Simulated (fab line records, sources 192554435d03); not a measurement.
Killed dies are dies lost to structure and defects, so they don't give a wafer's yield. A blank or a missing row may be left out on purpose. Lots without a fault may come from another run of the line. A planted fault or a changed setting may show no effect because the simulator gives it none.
fab line records | flow n5_finfet
record lots=7 wafers=21
route steps=1938 shown BEOL_M7@1308 BEOL_M8@1335 BEOL_M9@1401
start_h: hours from the record's first day to the start of the lot's first wafer shown | wait_h: hours since the lot's step before | " the same as in the row above | L1.1+2: a row that stands for several wafers | - no value, or no start given | * or withheld: withheld | < > ~ a bound
route shown NAME@n: a module of which the file shows steps, and the number in the route of the first | usual: mean/standard deviation of fault-free wafers | same: alike in all rows | chamber/n: place in a boat | sites: the reading at each site | _std_site: their standard deviation | _edge_site: outer sites' mean less inner sites' | radius_mm: how far each site lies from the wafer's centre | mask NAME#n: copy n | behind: the tool/chamber that last shaped the wafer | hold: why the lot was held/for how many hours/how that ended | device: the transistor (n, p or np) that didn't switch | end of line: the same wafers' tests at the end of the route | a step without rows: its recipe alone | killed: dies lost to structure and defects at the first sort, not the wafer's yield | map: a wafer's dies, x killed, . not, _ none there
set.NAME: the setting as run; set.NAME@STEP: as run at that earlier step | model.NAME: the simulator's own value behind a step, which no gauge read
lots whose settings were changed on purpose; a table a step, a row a wafer
## steps
# step N5_BEOL_M7_TRENCH_ETCH_37
# recipe chemistry=C4F6/O2 target_depth_a=934.78 target=SiCOH_lowk time_s=31.2 ion_energy_ev=250 pressure_mtorr=30 source_w=345 bias_w=185 Ar_flow_sccm=300 C4F6_flow_sccm=10 O2_flow_sccm=10
# usual rf_vpp_V=665/8.3
# columns lot.wafer tool chamber start_h wait_h set.source_w set.target_thk_a@BEOL_M7_HM_DEP_02 rf_vpp_V model.etch.depth_nm model.BEOL_M7.feature_depth_nm model.TiN_of_BEOL_M7_HM_DEP_02.thk_nm
L074.3 rie_diel-06 2 - - 345 200 675 93.61 93.6 17.6
L074.4 " 0 " " 313.8 225.9 705 89.25 89.2 20.4
L074.5 " 3 " " 345 200 657 93.8 93.8 17.8
L080.1 rie_diel-04 0 - - 345 200 663 93.69 93.6 17.4
L080.2 " 1 " " 300.5 225.3 706 87.29 87.2 20
L080.3 " 3 " " 300.5 200 717 89.17 89.2 17.4
L083.1 rie_diel-03 1 - - 345 200 673 91.11 91.2 17.8
L083.4 " 3 " " 345 200 663 91.5 91.4 17.8
L083.6 " 0 " " 345 200 659 93 93 17.4
L087.2 rie_diel-06 2 - - 313.2 200 708 89.48 89.4 17.4
L087.4 " 0 " " 313.2 179.3 707 91.38 91.4 15.2
L087.6 " 1 " " 345 179.3 679 91.42 91.4 15.2
L090.3 rie_diel-04 3 - - 326.3 200 690 91.32 91.4 17.6
L090.4 " 3 " " 345 174.8 667 93.09 93 14.8
L090.6 " 2 " " 326.3 174.8 675 90.93 91 15
L091.1 rie_diel-03 1 - - 345 208.1 673 91.29 91.2 18.2
L091.5 " 2 " " 397.1 208.1 607 99.49 99.4 17.8
L091.6 " 1 " " 397.1 208.1 627 97.36 97.4 18
L094.1 rie_diel-04 0 - - 316 200 693 90.16 90.2 17.4
L094.3 " 0 " " 345 200 662 93.52 93.6 17.6
L094.4 " 3 " " 345 200 670 92.79 92.8 17.4
# step N5_BEOL_M7_ETCH_41
# recipe chemistry=CH3F/O2 target=SiCN target_depth_a=319 taper_deg=2 time_s=57.8 ion_energy_ev=120 mask_material=TiN pressure_mtorr=30 source_w=395 bias_w=75 Ar_flow_sccm=150 CH3F_flow_sccm=30 O2_flow_sccm=20
# step N5_BEOL_M7_STRIP_80
# recipe chemistry=N2/H2 time_s=10 power_w=450 temp_c=40 pressure_mtorr=20 rf_frequency_hz=6e+07 bias_power_w=7 n2_flow_sccm=200 h2_flow_sccm=200
# step N5_BEOL_M7_OCD_MEAS_38
# usual trench_depth_nm=93.3/1.2
# columns lot.wafer tool chamber start_h wait_h set.source_w@BEOL_M7_TRENCH_ETCH_37 trench_depth_nm
L074.3 ocd-01 - 189.91 - 345 93.4
L074.4 " - " " 313.8 89.0
L074.5 " - " " 345 94.0
L080.1 ocd-01 - 235.63 - 345 93.5
L080.2 " - " " 300.5 87.4
L080.3 " - " " 300.5 88.7
L083.1 ocd-02 - 265.52 - 345 91.0
L083.4 " - " " 345 91.2
L083.6 " - " " 345 93.2
L087.2 ocd-01 - 271.60 - 313.2 89.6
L087.4 " - " " 313.2 91.2
L087.6 " - " " 345 91.3
L090.3 ocd-02 - 289.43 - 326.3 91.2
L090.4 " - " " 345 93.1
L090.6 " - " " 326.3 90.3
L091.1 ocd-01 - 297.07 - 345 91.2
L091.5 " - " " 397.1 99.3
L091.6 " - " " 397.1 97.6
L094.1 ocd-01 - 320.25 - 316 90.5
L094.3 " - " " 345 93.2
L094.4 " - " " 345 92.7
# step N5_BEOL_M7_HM_STRIP_39
# recipe chemistry=peroxide_tin_strip material=TiN target_depth_a=250 temp_c=50 time_s=158
# columns lot.wafer tool chamber start_h wait_h set.temp_c@BEOL_M7_PECVD_70 model.SiO2_of_BEOL_M7_PECVD_70.thk_nm
L074.3 wet_bench-01 7 189.94 0.0 400 19.6
L074.4 " 1 " " 400 20
L074.5 " 3 " " 391.5 21
L080.1 wet_bench-05 0 235.67 0.0 400 19.6
L080.2 " 7 " " 400 19.4
L080.3 " 2 " " 408.7 18.2
L083.1+4 wet_bench-01 6,4 265.56 0.0 400 19.6
L083.6 " 5 " " 400 19.8
L087.2 wet_bench-02 2 271.63 0.0 388.3 20.4
L087.4 " 6 " " 388.3 21.2
L087.6 " 7 " " 400 19.4
L090.3 wet_bench-01 0 289.46 0.0 400 19.2
L090.4 " 3 " " 400 20
L090.6 " 1 " " 400 19.6
L091.1 wet_bench-05 5 297.10 0.0 413.1 17.8
L091.5 " 2 " " 413.1 18
L091.6 " 3 " " 400 19.8
L094.1+3 wet_bench-02 6,3 320.28 0.0 400 19.4
L094.4 " 1 " " 412.2 18.2
# step N5_BEOL_M7_SRD_40
# recipe time_s=30 temp_c=23 rinse_liquid=diw dry=ipa_marangoni
# step N5_BEOL_M7_PRECLEAN_42
# recipe chemistry=residue_remover time_s=60 temp_c=40
# step N5_BEOL_M7_ECD_50
# recipe material=Cu target_thk_a=3000
# step N5_BEOL_M7_ANNEAL_51
# recipe temp_c=225 time_s=90 ambient=N2
# step N5_BEOL_M7_CMP_52
# recipe stop_on=SiCOH_lowk t_overpolish_s=6.9 down_force_psi=1 platen_rpm=50 clearing_platen_down_force_psi=1.5 clearing_platen_rpm=50 post_cmp_clean=cu_alkaline target_thk_nm=80 clearing_platen_pad_velocity_m_s=0.99484 pad_velocity_m_s=0.99484
# columns lot.wafer tool chamber start_h wait_h set.source_w@BEOL_M7_TRENCH_ETCH_37 model.Cu_of_BEOL_M7_ECD_50.thk_nm
L074.3 cmp-03 3 192.47 0.2 345 79
L074.4 " 0 " " 313.8 75.2
L074.5 " 2 " " 345 81.8
L080.3 cmp-02 1 238.33 0.2 300.5 75.4
L080.1 " 2 " " 345 79.8
L080.2 " 0 " " 300.5 73.4
L083.1 cmp-02 3 268.40 0.3 345 79.2
L083.4 " 0 " " 345 79.6
L083.6 " 2 " " 345 80
L087.2 cmp-01 3 274.08 0.2 313.2 77
L087.4 " 2 " " 313.2 79.2
L087.6 " 0 " " 345 79
L090.3 cmp-02 0 292.10 0.2 326.3 79
L090.4 " 2 " " 345 79.2
L090.6 " 1 " " 326.3 78.4
L091.1 cmp-02 1 299.29 0.5 345 76
L091.6 " 2 " " 397.1 82.6
L091.5 " 3 " " 397.1 86.6
L094.1 cmp-03 1 323.89 0.3 316 77
L094.4 " 2 " " 345 79.8
L094.3 " 0 " " 345 80
# step N5_BEOL_M7_PRE_CLEAN_55
# recipe gas=NH3 time_s=15 temp_c=withheld rf_power_w=300
# step N5_BEOL_M7_DEP_56
# recipe material=SiCN target_thk_a=100 temp_c=withheld precursor=3MS/NH3 pressure_torr=3 rf_w=202 time_s=17.5
# step N5_BEOL_M7_RS_MEAS_57
# recipe thk_meas_gauge=four-point-probe reads=Cu_of_BEOL_M7_ECD_50+Co_of_BEOL_M7_CVD_78+TaN_of_BEOL_M7_ALD_77
# usual M7_RS=0.285/0.0061
# columns lot.wafer tool chamber start_h wait_h set.source_w@BEOL_M7_TRENCH_ETCH_37 M7_RS[ohm/sq]
L074.3 film_metro-02 - 192.86 0.1 345 0.291
L074.4 " - " " 313.8 0.308
L074.5 " - " " 345 0.278
L080.1 film_metro-01 - 238.75 0.1 345 0.286
L080.2 " - " " 300.5 0.316
L080.3 " - " " 300.5 0.307
L083.1 film_metro-01 - 268.79 0.1 345 0.289
L083.4 " - " " 345 0.288
L083.6 " - " " 345 0.285
L087.2 film_metro-01 - 274.51 0.1 313.2 0.299
L087.4 " - " " 313.2 0.289
L087.6 " - " " 345 0.290
L090.3 film_metro-01 - 292.53 0.1 326.3 0.290
L090.4 " - " " 345 0.289
L090.6 " - " " 326.3 0.293
L091.1 film_metro-01 - 299.84 0.1 345 0.303
L091.5 " - " " 397.1 0.260
L091.6 " - " " 397.1 0.275
L094.1 film_metro-01 - 324.32 0.1 316 0.299
L094.3 " - " " 345 0.285
L094.4 " - " " 345 0.286
# step N5_BEOL_M8_PECVD_70
# recipe material=SiO2 target_thk_a=200 temp_c=400 precursor=TEOS/O2 pressure_torr=5.5 rf_w=450 teos_flow_sccm=53.8 gas=O2 flow_sccm=3000 time_s=22.7
# columns lot.wafer tool chamber start_h wait_h set.temp_c model.SiO2_of_BEOL_M8_PECVD_70.thk_nm
L074.3 pecvd-03 0 193.54 0.0 400 19.4
L074.4 " 1 " " 382.6 22.2
L074.5 " 2 " " 400 19.8
L080.1 pecvd-01 1 239.43 0.0 400 20
L080.2+3 " 2,0 " " 400 19.8
L083.1+4 pecvd-04 2,1 269.97 0.0 400 19.8
L083.6 " 2 " " 400 20
L087.2 pecvd-04 1 275.19 0.0 400 19.8
L087.4 " 0 " " 400 20.4
L087.6 " 1 " " 400 20.2
L090.3 pecvd-01 0 293.40 0.0 417.9 17.6
L090.4 " 2 " " 417.9 17.4
L090.6 " 0 " " 400 20.2
L091.1+5+6 pecvd-04 2,2,1 300.64 0.0 400 20.2
L094.1 pecvd-03 0 324.99 0.0 404.7 18.8
L094.3 " 0 " " 400 20
L094.4 " 1 " " 400 19.8
# step N5_BEOL_M8_PEB_09
# recipe peb_temp_c=withheld peb_time_s=60 resist=CAR-ArF
# columns lot.wafer tool chamber start_h wait_h set.peb_time_s
L074.3+4 litho_track-01 0 195.69 0.0 64.58
L074.5 " 0 " " 60
L080.1+3 litho_track-01 0 241.02 0.1 55.43
L080.2 " 0 " " 60
L083.1+4+6 litho_track-05 0 272.24 0.1 60
L087.2 litho_track-05 0 276.02 0.0 53.01
L087.4+6 " 0 " " 60
L090.3+4 litho_track-01 0 294.32 0.0 60
L090.6 " 0 " " 53.45
L091.1+6 litho_track-03 0 303.27 0.1 70.76
L091.5 " 0 " " 60
L094.1 litho_track-05 0 327.12 0.1 60
L094.3+4 " 0 " " 73.44
# step N5_BEOL_M8_DEVELOP_10
# recipe develop_time_s=30 developer=TMAH resist=CAR-ArF rinse_liquid=diw dry=air_spin dev_temp_c=23
# step N5_BEOL_M8_CD_MEAS_11
# recipe target_cd_nm=38.5 landing_energy_ev=500 detector=se_inlens polarity=opening
# usual cd_nm=38.4/0.44
# columns lot.wafer tool chamber start_h wait_h set.peb_time_s@BEOL_M8_PEB_09 cd_nm
L074.3 cd_sem-03 0 195.76 - 64.58 40.2
L074.4 " 0 " " 64.58 40.2
L074.5 " 0 " " 60 38.1
L080.1 cd_sem-01 0 241.09 - 55.43 36.6
L080.2 " 0 " " 60 39.0
L080.3 " 0 " " 55.43 36.6
L083.1 cd_sem-02 0 272.30 - 60 38.1
L083.4 " 0 " " 60 37.8
L083.6 " 0 " " 60 38.2
L087.2 cd_sem-03 0 276.09 - 53.01 34.6
L087.4 " 0 " " 60 37.8
L087.6 " 0 " " 60 38.1
L090.3 cd_sem-03 0 294.39 - 60 38.3
L090.4 " 0 " " 60 39.2
L090.6 " 0 " " 53.45 35.5
L091.1 cd_sem-03 0 303.33 - 70.76 41.8
L091.5 " 0 " " 60 38.7
L091.6 " 0 " " 70.76 42.2
L094.1 cd_sem-03 0 327.19 - 60 37.7
L094.3 " 0 " " 73.44 41.9
L094.4 " 0 " " 73.44 42.2
# step N5_BEOL_M8_DESCUM_16
# recipe chemistry=O2 time_s=7.9 source_power_w=50 bias_power_w=20 pressure_mtorr=20 rf_frequency_hz=2.712e+07 temp_c=40 resist=CAR-ArF o2_flow_sccm=225
# step N5_BEOL_M8_ETCH_61
# recipe chemistry=CF4 target=SiARC target_depth_a=455 mask_material=CAR-ArF time_s=75.8 ion_energy_ev=80 pressure_mtorr=40 source_w=545 bias_w=36 Ar_flow_sccm=100 cf4_flow_sccm=100 ends=cleared
# columns lot.wafer tool chamber start_h wait_h set.peb_time_s@BEOL_M8_PEB_09 model.BEOL_M8.cd_offset_nm
L074.3 rie_diel-02 1 195.93 0.0 64.58 1.4
L074.4 " 2 " " 64.58 1.6
L074.5 " 1 " " 60 -0.6
L080.1 rie_diel-01 0 241.52 0.0 55.43 -2.2
L080.2 " 3 " " 60 0.2
L080.3 " 2 " " 55.43 -1.8
L083.1 rie_diel-01 2 273.59 0.0 60 -0.4
L083.4 " 1 " " 60 -0.8
L083.6 " 3 " " 60 -0.6
L087.2 rie_diel-02 1 277.42 0.0 53.01 -3.8
L087.4 " 3 " " 60 -0.6
L087.6 " 1 " " 60 -0.4
L090.3 rie_diel-05 1 294.51 0.0 60 -0.2
L090.4 " 0 " " 60 0.4
L090.6 " 2 " " 53.45 -2.8
L091.1 rie_diel-05 1 303.52 0.0 70.76 3.6
L091.5 " 0 " " 60 0.2
L091.6 " 1 " " 70.76 4
L094.1 rie_diel-02 3 327.31 0.0 60 -1
L094.3+4 " 0,1 " " 73.44 3.8
# step N5_BEOL_M8_ETCH_62
# recipe chemistry=N2/H2 target=SOC target_depth_a=1100 overetch_a=220 mask_material=SiARC temp_c=40 time_s=165 ion_energy_ev=200 pressure_mtorr=30 source_w=840 bias_w=150 n2_flow_sccm=200 h2_flow_sccm=200
# columns lot.wafer tool chamber start_h wait_h set.peb_time_s@BEOL_M8_PEB_09 model.BEOL_M8.cd_offset_nm
L074.3 rie_diel-02 1 195.99 0.0 64.58 1.6
L074.4 " 2 " " 64.58 1.4
L074.5 " 1 " " 60 -0.4
L080.1 rie_diel-01 0 241.57 0.0 55.43 -2.2
L080.2 " 3 " " 60 0.4
L080.3 " 2 " " 55.43 -1.6
L083.1 rie_diel-01 2 273.64 0.0 60 -0.4
L083.4+6 " 1,3 " " 60 -0.8
L087.2 rie_diel-02 1 277.47 0.0 53.01 -3.8
L087.4 " 3 " " 60 -0.6
L087.6 " 1 " " 60 -0.8
L090.3 rie_diel-05 1 294.57 0.0 60 -0.2
L090.4 " 0 " " 60 0.2
L090.6 " 2 " " 53.45 -2.6
L091.1 rie_diel-05 1 303.57 0.0 70.76 3.6
L091.5 " 0 " " 60 0.2
L091.6 " 1 " " 70.76 3.8
L094.1 rie_diel-02 3 327.37 0.0 60 -0.8
L094.3 " 0 " " 73.44 3.8
L094.4 " 1 " " 73.44 4
# step N5_BEOL_M8_STRIP_68
# recipe chemistry=N2/H2 temp_c=40 n2_flow_sccm=200 h2_flow_sccm=200 rf_frequency_hz=6e+07
# step N5_BEOL_M8_STRIP_67
# recipe chemistry=CF4 resist=SiARC power_w=300 bias_power_w=75 pressure_mtorr=50 cf4_flow_sccm=150 rf_frequency_hz=6e+07
# step N5_BEOL_M8_STRIP_80
# recipe chemistry=N2/H2 time_s=10 power_w=450 temp_c=40 pressure_mtorr=20 rf_frequency_hz=6e+07 bias_power_w=7 n2_flow_sccm=200 h2_flow_sccm=200
# step N5_BEOL_M8_HM_STRIP_39
# recipe chemistry=peroxide_tin_strip material=TiN target_depth_a=250 temp_c=50 time_s=158
# columns lot.wafer tool chamber start_h wait_h set.temp_c@BEOL_M8_PECVD_70 model.SiO2_of_BEOL_M8_PECVD_70.thk_nm
L074.3 wet_bench-04 0 197.77 0.0 400 19.2
L074.4 " 2 " " 382.6 22
L074.5 " 7 " " 400 19.6
L080.1 wet_bench-03 5 243.75 0.0 400 19.8
L080.2+3 " 3,4 " " 400 19.6
L083.1 wet_bench-03 5 275.72 0.0 400 19.6
L083.4 " 4 " " 400 19.8
L083.6 " 6 " " 400 20
L087.2 wet_bench-06 0 279.15 0.0 400 19.6
L087.4 " 1 " " 400 20.4
L087.6 " 2 " " 400 20
L090.3+4 wet_bench-04 7,2 297.20 0.0 417.9 17.4
L090.6 " 6 " " 400 20
L091.1+5+6 wet_bench-06 2,0,7 305.07 0.0 400 20
L094.1 wet_bench-06 7 328.65 0.0 404.7 18.6
L094.3 " 6 " " 400 19.8
L094.4 " 0 " " 400 19.6
# step N5_BEOL_M8_SRD_40
# recipe time_s=30 temp_c=23 rinse_liquid=diw dry=ipa_marangoni
# step N5_BEOL_M8_PRECLEAN_42
# recipe chemistry=residue_remover time_s=60 temp_c=40
# step N5_BEOL_M8_SRD_43
# recipe time_s=30 temp_c=23 rinse_liquid=diw dry=ipa_marangoni
# step N5_BEOL_M8_CD_MEAS_35
# recipe target_cd_nm=40 polarity=opening
# usual cd_nm=39.7/0.48
# columns lot.wafer tool chamber start_h wait_h set.peb_time_s@BEOL_M8_PEB_09 cd_nm
L074.3 cd_sem-03 - 197.89 0.0 64.58 41.5
L074.4 " - " " 64.58 41.3
L074.5 " - " " 60 39.6
L080.1 cd_sem-03 - 243.87 0.0 55.43 37.7
L080.2 " - " " 60 40.7
L080.3 " - " " 55.43 38.6
L083.1 cd_sem-03 - 275.84 0.0 60 39.5
L083.4 " - " " 60 39.2
L083.6 " - " " 60 39.1
L087.2 cd_sem-03 - 279.27 0.0 53.01 36.0
L087.4 " - " " 60 38.8
L087.6 " - " " 60 39.5
L090.3 cd_sem-02 - 297.32 0.0 60 40.0
L090.4 " - " " 60 40.2
L090.6 " - " " 53.45 37.6
L091.1 cd_sem-03 - 305.19 0.0 70.76 43.1
L091.5 " - " " 60 40.2
L091.6 " - " " 70.76 43.5
L094.1 cd_sem-01 - 328.77 0.0 60 39.1
L094.3 " - " " 73.44 43.9
L094.4 " - " " 73.44 44.1
# step N5_BEOL_M9_ILD_DEP_00
# recipe material=SiCOH_lowk target_thk_a=3085.1 temp_c=300 precursor=DEMS/porogen pressure_torr=5 rf_w=500 time_s=58
# columns lot.wafer tool chamber start_h wait_h set.time_s model.SiCOH_lowk_of_BEOL_M9_ILD_DEP_00.thk_nm
L074.3 pecvd-01 1 201.31 0.0 58 301.8
L074.4 " 2 " " 58 310
L074.5 " 1 " " 58 312.4
L080.1 pecvd-02 0 246.54 0.0 58 307.8
L080.2 " 2 " " 53.29 281
L080.3 " 1 " " 58 306.4
L083.1 pecvd-01 2 278.28 0.0 58 304
L083.4 " 0 " " 58 309.4
L083.6 " 1 " " 58 307.8
L087.2 pecvd-03 1 283.11 0.0 58 308.8
L087.4 " 0 " " 58 311
L087.6 " 2 " " 58 310.8
L090.3 pecvd-03 2 299.43 0.0 58 304.6
L090.4 " 1 " " 58 309.2
L090.6 " 0 " " 58 310.8
L091.1 pecvd-02 0 308.10 0.0 58 307
L091.5 " 1 " " 60.76 327.4
L091.6 " 0 " " 60.76 328
L094.1 pecvd-01 0 333.08 0.0 58 303
L094.3 " 2 " " 58 306.8
L094.4 " 2 " " 58 312.8
# step N5_BEOL_M9_CURE_71
# recipe temp_c=385 time_s=240 ambient=He/Ar material=SiCOH_lowk
# columns lot.wafer tool chamber start_h wait_h set.time_s@BEOL_M9_ILD_DEP_00 model.SiCOH_lowk_of_BEOL_M9_ILD_DEP_00.thk_nm
L074.3 uv_cure-02 2 201.70 0.4 58 262
L074.4 " 2 " " 58 269.2
L074.5 " 2 " " 58 271.6
L080.1 uv_cure-02 1 246.62 0.0 58 267.4
L080.2 " 1 " " 53.29 243.6
L080.3 " 1 " " 58 266.2
L083.1 uv_cure-02 1 278.35 0.0 58 264
L083.4 " 1 " " 58 268.8
L083.6 " 1 " " 58 267.4
L087.2 uv_cure-02 2 283.27 0.1 58 268.2
L087.4 " 2 " " 58 270.2
L087.6 " 2 " " 58 270
L090.3 uv_cure-02 2 299.67 0.2 58 264.6
L090.4 " 2 " " 58 268.6
L090.6 " 2 " " 58 270
L091.1 uv_cure-03 2 308.18 0.0 58 266.8
L091.5 " 2 " " 60.76 284.8
L091.6 " 2 " " 60.76 285.2
L094.1 uv_cure-01 2 333.16 0.0 58 263
L094.3 " 2 " " 58 266.6
L094.4 " 2 " " 58 271.8
# step N5_BEOL_M9_THK_MEAS_01
# recipe reads=SiCOH_lowk_of_BEOL_M9_ILD_DEP_00
# usual M9_ILD_THK=267/3.1
# columns lot.wafer tool chamber start_h wait_h set.time_s@BEOL_M9_ILD_DEP_00 M9_ILD_THK[nm]
L074.3 film_metro-02 - 202.38 0.5 58 262
L074.4 " - " " 58 269
L074.5 " - " " 58 271
L080.1 film_metro-02 - 247.14 0.4 58 267
L080.2 " - " " 53.29 244
L080.3 " - " " 58 266
L083.1 film_metro-01 - 278.87 0.4 58 264
L083.4 " - " " 58 269
L083.6 " - " " 58 267
L087.2 film_metro-02 - 283.70 0.4 58 268
L087.4 " - " " 58 271
L087.6 " - " " 58 270
L090.3 film_metro-01 - 300.02 0.3 58 264
L090.4 " - " " 58 269
L090.6 " - " " 58 270
L091.1 film_metro-02 - 308.69 0.4 58 267
L091.5 " - " " 60.76 285
L091.6 " - " " 60.76 285
L094.1 film_metro-01 - 333.68 0.4 58 263
L094.3 " - " " 58 266
L094.4 " - " " 58 272
## key
split step=N5_BEOL_M7_TRENCH_ETCH_37 setting=source_w stated=345 by=wafer
response step=N5_BEOL_M7_TRENCH_ETCH_37 reading=rf_vpp_V change=-3.64 per=1% r=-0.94
response step=N5_BEOL_M7_TRENCH_ETCH_37 reading=model.etch.depth_nm change=+0.398 per=1% r=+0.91
response step=N5_BEOL_M7_TRENCH_ETCH_37 reading=model.BEOL_M7.feature_depth_nm change=+0.398 per=1% r=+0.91
response step=N5_BEOL_M7_OCD_MEAS_38 reading=trench_depth_nm change=+0.397 per=1% r=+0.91
response step=N5_BEOL_M7_CMP_52 reading=model.Cu_of_BEOL_M7_ECD_50.thk_nm change=+0.426 per=1% r=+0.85
response step=N5_BEOL_M7_RS_MEAS_57 reading=M7_RS change=-0.00187 per=1% r=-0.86
split step=N5_BEOL_M8_PECVD_70 setting=temp_c stated=400 by=wafer
response step=N5_BEOL_M8_PECVD_70 reading=model.SiO2_of_BEOL_M8_PECVD_70.thk_nm change=-0.612 per=1% r=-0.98
response step=N5_BEOL_M8_HM_STRIP_39 reading=model.SiO2_of_BEOL_M8_PECVD_70.thk_nm change=-0.601 per=1% r=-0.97
split step=N5_BEOL_M8_PEB_09 setting=peb_time_s stated=60 by=wafer
response step=N5_BEOL_M8_CD_MEAS_11 reading=cd_nm change=+0.222 per=1% r=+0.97
response step=N5_BEOL_M8_ETCH_61 reading=model.BEOL_M8.cd_offset_nm change=+0.23 per=1% r=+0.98
response step=N5_BEOL_M8_ETCH_62 reading=model.BEOL_M8.cd_offset_nm change=+0.221 per=1% r=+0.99
response step=N5_BEOL_M8_CD_MEAS_35 reading=cd_nm change=+0.219 per=1% r=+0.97
split step=N5_BEOL_M9_ILD_DEP_00 setting=time_s stated=58 by=wafer
response step=N5_BEOL_M9_ILD_DEP_00 reading=model.SiCOH_lowk_of_BEOL_M9_ILD_DEP_00.thk_nm change=+3.5 per=1% r=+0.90
response step=N5_BEOL_M9_CURE_71 reading=model.SiCOH_lowk_of_BEOL_M9_ILD_DEP_00.thk_nm change=+3.1 per=1% r=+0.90
response step=N5_BEOL_M9_THK_MEAS_01 reading=M9_ILD_THK change=+3.09 per=1% r=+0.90
split outside_this_file step=N5_BEOL_M7_PECVD_70 setting=temp_c
split outside_this_file step=N5_BEOL_M7_HM_DEP_02 setting=target_thk_a
# split outside_this_file: this setting was split too, and the file shows its column; the key of that split is in another file
